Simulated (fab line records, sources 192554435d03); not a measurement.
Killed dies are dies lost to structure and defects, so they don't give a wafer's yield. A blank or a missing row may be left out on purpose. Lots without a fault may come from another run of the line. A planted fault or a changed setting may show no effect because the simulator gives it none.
Which tool did it? | flow n5_finfet | 20 lots, 60 wafers sampled, at 4 steps of a route of 1938

WHAT THE GAUGES READ, wafer by wafer
N5_BEOL_M11_INSPECT_30: inspects for defects (brightfield). Usual: raw_defect_count 422, standard deviation 93.
lot  | measured     | on                | raw_defect_count | flag
L077 | day 11 04:36 | defect_inspect-02 | 270 397 304      |
L076 | day 11 18:15 | defect_inspect-02 | 446 471 534      |
L078 | day 12 02:19 | defect_inspect-02 | 297 382 414      |
L079 | day 12 13:01 | defect_inspect-01 | 389 386 572      |
L080 | day 13 04:46 | defect_inspect-02 | 316 269 454      |
L081 | day 13 05:01 | defect_inspect-02 | 425 331 538      |
L082 | day 13 05:25 | defect_inspect-01 | 267 303 478      |
L084 | day 13 12:25 | defect_inspect-01 | 433 325 555      |
L083 | day 13 17:44 | defect_inspect-01 | 587 486 302      |
L085 | day 13 20:58 | defect_inspect-01 | 269 421 410      |
L086 | day 13 21:08 | defect_inspect-01 | 601 386 537      |
L088 | day 14 06:04 | defect_inspect-01 | 480 535 626      |
L087 | day 14 07:37 | defect_inspect-02 | 553 480 350      |
L090 | day 14 16:14 | defect_inspect-02 | 341 291 393      |
L089 | day 15 01:45 | defect_inspect-01 | 458 416 654      |
L091 | day 15 07:49 | defect_inspect-01 | 411 512 367      |
L092 | day 15 10:22 | defect_inspect-01 | 510 470 445      |
L093 | day 15 19:12 | defect_inspect-02 | 447 480 423      |
L094 | day 15 21:48 | defect_inspect-01 | 544 514 558      |
L096 | day 16 14:50 | defect_inspect-02 | 425 376 518      |

WHICH TOOL RAN EACH LOT (tool, then ch and the chambers of the sampled wafers, then the start)
lot  | N5_BEOL_M10_PRE_CLEAN_45     | N5_BEOL_M11_DESCUM_16              | N5_BEOL_M11_ETCH_61
L077 | pvd_sputter-03, day 10 19:04 | rie_diel-03 ch 2,3, day 11 00:20   | rie_diel-03 ch 2,3, day 11 00:22
L076 | pvd_sputter-02, day 11 13:38 | rie_diel-02 ch 1,2,3, day 11 17:26 | rie_diel-02 ch 1,2,3, day 11 17:29
L078 | pvd_sputter-01, day 11 19:37 | rie_diel-05 ch 0,1,3, day 12 01:31 | rie_diel-05 ch 0,1,3, day 12 01:34
L079 | pvd_sputter-01, day 12 05:56 | rie_diel-05 ch 1,3, day 12 11:15   | rie_diel-05 ch 1,3, day 12 11:17
L080 | pvd_sputter-03, day 12 22:13 | rie_diel-05 ch 0,1,2, day 13 01:28 | rie_diel-05 ch 0,1,2, day 13 01:30
L081 | pvd_sputter-03, day 12 22:29 | rie_diel-05 ch 1,3, day 13 02:16   | rie_diel-05 ch 1,3, day 13 02:18
L082 | pvd_sputter-03, day 12 23:36 | rie_diel-05 ch 0,1,3, day 13 04:29 | rie_diel-05 ch 0,1,3, day 13 04:31
L084 | pvd_sputter-01, day 13 07:15 | rie_diel-05 ch 0,2, day 13 10:43   | rie_diel-05 ch 0,2, day 13 10:46
L083 | pvd_sputter-01, day 13 09:27 | rie_diel-02 ch 0,1,2, day 13 14:10 | rie_diel-02 ch 0,1,2, day 13 14:11
L085 | pvd_sputter-02, day 13 13:43 | rie_diel-03 ch 0,1, day 13 18:24   | rie_diel-03 ch 0,1, day 13 18:26
L086 | pvd_sputter-02, day 13 14:09 | rie_diel-02 ch 0,2, day 13 18:37   | rie_diel-02 ch 0,2, day 13 18:39
L088 | pvd_sputter-02, day 13 22:41 | rie_diel-02 ch 0,1,3, day 14 04:07 | rie_diel-02 ch 0,1,3, day 14 04:09
L087 | pvd_sputter-03, day 14 00:31 | rie_diel-05 ch 1,2, day 14 06:50   | rie_diel-05 ch 1,2, day 14 06:52
L090 | pvd_sputter-03, day 14 07:39 | rie_diel-02 ch 0,2, day 14 12:28   | rie_diel-02 ch 0,2, day 14 12:30
L089 | pvd_sputter-03, day 14 17:45 | rie_diel-03 ch 0,1,3, day 14 21:59 | rie_diel-03 ch 0,1,3, day 14 22:01
L091 | pvd_sputter-03, day 15 02:47 | rie_diel-02 ch 1,2,3, day 15 06:29 | rie_diel-02 ch 1,2,3, day 15 06:31
L092 | pvd_sputter-03, day 15 05:41 | rie_diel-05 ch 0,1,3, day 15 09:15 | rie_diel-05 ch 0,1,3, day 15 09:17
L093 | pvd_sputter-01, day 15 11:40 | rie_diel-03 ch 1,2,3, day 15 16:16 | rie_diel-03 ch 1,2,3, day 15 16:19
L094 | pvd_sputter-02, day 15 16:09 | rie_diel-02 ch 1,2,3, day 15 20:29 | rie_diel-02 ch 1,2,3, day 15 20:31
L096 | pvd_sputter-02, day 16 09:33 | rie_diel-02 ch 1,2, day 16 13:22   | rie_diel-02 ch 1,2, day 16 13:24
- N5_BEOL_M10_PRE_CLEAN_45: time 30 s.
- N5_BEOL_M11_DESCUM_16: chemistry O2, time 7.9 s.
- N5_BEOL_M11_ETCH_61: etches SiARC in CF4, target depth 39 nm, time 65 s.

WHAT THE TOOLS THEMSELVES READ (means of the sampled wafers that have a number; where no wafer has one, the mark that the record gives instead)
N5_BEOL_M10_PRE_CLEAN_45. Usual: heater_power_w 329 W, standard deviation 26.
lot  | tool           | heater_power_w (W) | flag
L077 | pvd_sputter-03 | 363                |
L076 | pvd_sputter-02 | 324                |
L078 | pvd_sputter-01 | 333                |
L079 | pvd_sputter-01 | 305                |
L080 | pvd_sputter-03 | 326                |
L081 | pvd_sputter-03 | 307                |
L082 | pvd_sputter-03 | 311                |
L084 | pvd_sputter-01 | 341                |
L083 | pvd_sputter-01 | 309                |
L085 | pvd_sputter-02 | 323                |
L086 | pvd_sputter-02 | 344                |
L088 | pvd_sputter-02 | 330                |
L087 | pvd_sputter-03 | 334                |
L090 | pvd_sputter-03 | 362                |
L089 | pvd_sputter-03 | 357                |
L091 | pvd_sputter-03 | 361                |
L092 | pvd_sputter-03 | 335                |
L093 | pvd_sputter-01 | 311                |
L094 | pvd_sputter-02 | 321                |
L096 | pvd_sputter-02 | 324                |

N5_BEOL_M11_DESCUM_16. Usual: chamber_pressure_mTorr 20.001 mTorr, standard deviation 0.017; drypump_motor_current_A 5.8 A, standard deviation 0.53; oes_product_au 0.82 a.u., standard deviation 0.1; rf_vpp_V 243.6 V, standard deviation 1.2; showerhead_plenum_p_Torr 2.12 Torr, standard deviation 0.059; throttle_valve_pct 20.39 %, standard deviation 0.27.
lot  | tool        | chamber_pressure_mTorr (mTorr) | drypump_motor_current_A (A) | oes_product_au (a.u.) | rf_vpp_V (V) | showerhead_plenum_p_Torr (Torr) | throttle_valve_pct (%) | flag
L077 | rie_diel-03 | 19.997                         | 5.6                         | 0.88                  | 244.0        | 2.14                            | 20.38                  |
L076 | rie_diel-02 | 20.010                         | 6.2                         | 0.80                  | 244.4        | 2.18                            | 20.27                  |
L078 | rie_diel-05 | 19.991                         | 5.9                         | 0.80                  | 243.5        | 2.10                            | 20.41                  |
L079 | rie_diel-05 | 20.004                         | 5.6                         | 0.78                  | 244.5        | 2.14                            | 20.55                  |
L080 | rie_diel-05 | 19.997                         | 6.2                         | 0.81                  | 242.7        | 2.09                            | 20.42                  |
L081 | rie_diel-05 | 19.983                         | 5.6                         | 0.77                  | 244.5        | 2.14                            | 20.54                  |
L082 | rie_diel-05 | 19.998                         | 5.9                         | 0.79                  | 243.5        | 2.10                            | 20.42                  |
L084 | rie_diel-05 | 20.000                         | 6.6                         | 0.73                  | 242.4        | 2.05                            | 20.40                  |
L083 | rie_diel-02 | 20.002                         | 5.8                         | 0.87                  | 244.7        | 2.15                            | 20.09                  |
L085 | rie_diel-03 | 20.014                         | 5.7                         | 0.82                  | 243.2        | 2.04                            | 20.55                  |
L086 | rie_diel-02 | 20.007                         | 5.7                         | 0.91                  | 245.3        | 2.19                            | 20.05                  |
L088 | rie_diel-02 | 19.992                         | 5.9                         | 0.92                  | 244.0        | 2.13                            | 20.11                  |
L087 | rie_diel-05 | 20.008                         | 5.7                         | 0.86                  | 243.1        | 2.13                            | 20.46                  |
L090 | rie_diel-02 | 20.012                         | 5.4                         | 0.91                  | 245.0        | 2.14                            | 20.04                  |
L089 | rie_diel-03 | 19.989                         | 5.4                         | 0.76                  | 243.7        | 2.08                            | 20.64                  |
L091 | rie_diel-02 | 19.985                         | 6.1                         | 0.86                  | 244.4        | 2.17                            | 20.15                  |
L092 | rie_diel-05 | 20.006                         | 5.9                         | 0.76                  | 242.8        | 2.09                            | 20.43                  |
L093 | rie_diel-03 | 20.008                         | 5.4                         | 0.75                  | 243.0        | 2.11                            | 20.64                  |
L094 | rie_diel-02 | 20.001                         | 6.2                         | 0.86                  | 243.8        | 2.17                            | 20.16                  |
L096 | rie_diel-02 | 19.996                         | 6.2                         | 0.79                  | 243.6        | 2.15                            | 20.19                  |

N5_BEOL_M11_ETCH_61. Usual: chamber_pressure_mTorr 40.00 mTorr, standard deviation 0.051; drypump_motor_current_A 5.8 A, standard deviation 0.53; etch_rf_on_time_s 65.3 s, standard deviation 2; oes_product_au 0.69 a.u., standard deviation 0.085; rf_vpp_V 184.2 V, standard deviation 1; showerhead_plenum_p_Torr 2.17 Torr, standard deviation 0.058; throttle_valve_pct 15.55 %, standard deviation 0.26.
lot  | tool        | chamber_pressure_mTorr (mTorr) | drypump_motor_current_A (A) | etch_rf_on_time_s (s) | oes_product_au (a.u.) | rf_vpp_V (V) | showerhead_plenum_p_Torr (Torr) | throttle_valve_pct (%) | flag
L077 | rie_diel-03 | 39.99                          | 5.6                         | 64.9                  | 0.74                  | 184.1        | 2.20                            | 15.61                  |
L076 | rie_diel-02 | 40.01                          | 6.1                         | 66.6                  | 0.68                  | 185.3        | 2.22                            | 15.40                  |
L078 | rie_diel-05 | 39.98                          | 5.9                         | 66.0                  | 0.67                  | 183.7        | 2.15                            | 15.56                  |
L079 | rie_diel-05 | 40.01                          | 5.7                         | 65.4                  | 0.66                  | 184.4        | 2.19                            | 15.73                  |
L080 | rie_diel-05 | 40.00                          | 6.2                         | 66.1                  | 0.67                  | 183.6        | 2.12                            | 15.46                  |
L081 | rie_diel-05 | 40.00                          | 5.6                         | 66.6                  | 0.65                  | 184.3        | 2.19                            | 15.74                  |
L082 | rie_diel-05 | 39.98                          | 5.9                         | 65.8                  | 0.66                  | 183.3        | 2.15                            | 15.58                  |
L084 | rie_diel-05 | 39.98                          | 6.6                         | 67.8                  | 0.61                  | 183.6        | 2.08                            | 15.47                  |
L083 | rie_diel-02 | 40.05                          | 5.8                         | 66.0                  | 0.74                  | 185.4        | 2.21                            | 15.31                  |
L085 | rie_diel-03 | 39.99                          | 5.7                         | 62.4                  | 0.71                  | 183.0        | 2.10                            | 15.82                  |
L086 | rie_diel-02 | 40.00                          | 5.7                         | 66.8                  | 0.76                  | 185.0        | 2.25                            | 15.27                  |
L088 | rie_diel-02 | 39.99                          | 5.9                         | 64.5                  | 0.78                  | 184.7        | 2.18                            | 15.29                  |
L087 | rie_diel-05 | 39.99                          | 5.7                         | 65.5                  | 0.71                  | 184.0        | 2.16                            | 15.48                  |
L090 | rie_diel-02 | 39.99                          | 5.4                         | 66.1                  | 0.77                  | 185.3        | 2.22                            | 15.33                  |
L089 | rie_diel-03 | 40.01                          | 5.3                         | 63.6                  | 0.66                  | 184.0        | 2.14                            | 15.84                  |
L091 | rie_diel-02 | 40.02                          | 6.1                         | 66.7                  | 0.73                  | 184.8        | 2.21                            | 15.27                  |
L092 | rie_diel-05 | 39.97                          | 5.9                         | 66.7                  | 0.64                  | 184.1        | 2.14                            | 15.60                  |
L093 | rie_diel-03 | 39.99                          | 5.4                         | 64.3                  | 0.65                  | 185.1        | 2.17                            | 15.83                  |
L094 | rie_diel-02 | 40.02                          | 6.2                         | 65.7                  | 0.73                  | 184.9        | 2.21                            | 15.28                  |
L096 | rie_diel-02 | 40.01                          | 6.2                         | 65.4                  | 0.67                  | 184.6        | 2.20                            | 15.35                  |

THE ANSWER, worked out from the rows above alone
Rule: a lot is off if the mean of its wafers that have a number lies more than 3 standard deviations from the usual mean. A lot without any number at a reading at which 4 lots or more have one is off too. The other lots that the step has rows for count as sound. The gauges are gone through in route order, then the tools' own readings, and for those a lot's mean is taken as printed above. The first step at which some lot is off is used, and at that step the reading that is off furthest; a lot without a number counts as furthest.
No lot is off at any reading shown: from this, nothing can be told.

WHAT THE SIMULATOR HAD PUT IN
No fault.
